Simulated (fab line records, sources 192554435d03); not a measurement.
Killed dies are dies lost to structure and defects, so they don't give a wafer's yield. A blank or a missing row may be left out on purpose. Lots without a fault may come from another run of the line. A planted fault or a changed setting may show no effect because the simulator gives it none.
One fault seen from 3 desks | flow n5_finfet | each desk has only its own numbers; what lay behind them comes last

THE DEFECT DESK
What the inspections along the route counted, lot by lot: means of the sampled wafers that have a number. A lot is out of limits, marked OUT, if its mean lies more than 4 standard deviations from the usual mean; the brackets give that distance.
Columns: A = raw_defect_count at N5_BEOL_M0_SAQP_INSPECT_42, usual 289
lot  | first seen here | A
L305 | day 6 14:52     | 370
L306 | day 6 21:31     | 338
L308 | day 7 11:59     | 354
L310 | day 7 17:54     | 188
L320 | day 11 05:16    | 334
L324 | day 12 01:35    | 224
This desk's finding: nothing out of limits on any of the 6 lots.

THE METROLOGY DESK
What the gauges read, lot by lot, whatever tool the lot ran on: means of the sampled wafers that have a number. A lot is out of limits, marked OUT, if its mean lies more than 4 standard deviations from the usual mean; the brackets give that distance. Of its 12 readings 7 are shown: those that lie furthest out on some lot.
Columns: A = DIBL_N at N5_BEOL_M4_RC_MEAS_101, usual 37.2 mV/V; B = DIBL_P at N5_BEOL_M4_RC_MEAS_101, usual 37.3 mV/V; C = IOFF_N at N5_BEOL_M4_RC_MEAS_101, usual 0.18 nA/um; D = IOFF_P at N5_BEOL_M4_RC_MEAS_101, usual 0.24 nA/um; E = ION_P at N5_BEOL_M4_RC_MEAS_101, usual 466 uA/um; F = SS_P at N5_BEOL_M4_RC_MEAS_101, usual 73.5 mV/dec; G = VT_P at N5_BEOL_M4_RC_MEAS_101, usual -248 mV
lot  | first seen here | A    | B    | C    | D    | E   | F    | G
L305 | day 6 14:47     | 35.0 | 31.7 | 0.12 | 0.15 | 454 | 72.3 | -253
L306 | day 6 21:26     | 37.2 | 37.2 | 0.20 | 0.27 | 474 | 74.0 | -244
L308 | day 7 11:54     | 37.1 | 37.8 | 0.18 | 0.22 | 462 | 73.3 | -252
L310 | day 7 17:49     | 33.0 | 33.6 | 0.14 | 0.23 | 473 | 73.0 | -244
L320 | day 11 05:11    | 36.8 | 36.5 | 0.14 | 0.20 | 459 | 73.3 | -253
L324 | day 12 01:31    | 39.7 | 40.0 | 0.24 | 0.32 | 470 | 74.8 | -244
This desk's finding: nothing out of limits on any of the 6 lots.

THE TOOL OWNER'S DESK: rie_diel-01
The tool's own readings at N5_BEOL_M0_SAQP_CUT_ETCH_46 (etches SOC in N2/H2, target depth 135 nm, overetch 27 nm, time 202.5 s): means of the sampled wafers that have a number, for each lot that ran on this tool. A lot is out of limits, marked OUT, if its mean lies more than 4 standard deviations from the usual mean; the brackets give that distance.
Columns: A = bias_w at N5_BEOL_M0_SAQP_CUT_ETCH_46, usual 150.0 W; B = drypump_motor_current_A at N5_BEOL_M0_SAQP_CUT_ETCH_46, usual 5.8 A; C = rf_fwd_power_W at N5_BEOL_M0_SAQP_CUT_ETCH_46, usual 838.0 W; D = rf_vpp_V at N5_BEOL_M0_SAQP_CUT_ETCH_46, usual 524.0 V; E = showerhead_plenum_p_Torr at N5_BEOL_M0_SAQP_CUT_ETCH_46, usual 2.55 Torr; F = throttle_valve_pct at N5_BEOL_M0_SAQP_CUT_ETCH_46, usual 17.7 %
lot  | first seen here | A     | B   | C     | D     | E    | F
L305 | day 6 15:16     | 149.9 | 5.9 | 838.8 | 524.4 | 2.56 | 17.6
L306 | day 6 21:50     | 149.7 | 6.0 | 838.8 | 524.9 | 2.60 | 17.7
L308 | day 7 12:26     | 149.7 | 6.0 | 837.2 | 526.1 | 2.63 | 17.5
L310 | day 7 18:01     | 149.4 | 5.9 | 838.1 | 523.8 | 2.55 | 17.6
This desk's finding: nothing out of limits on any of the 4 lots.

PUT TOGETHER
The defect desk saw nothing out of limits.
The metrology desk saw nothing out of limits.
The tool owner's desk saw nothing out of limits.

WHAT THE SIMULATOR HAD PUT IN
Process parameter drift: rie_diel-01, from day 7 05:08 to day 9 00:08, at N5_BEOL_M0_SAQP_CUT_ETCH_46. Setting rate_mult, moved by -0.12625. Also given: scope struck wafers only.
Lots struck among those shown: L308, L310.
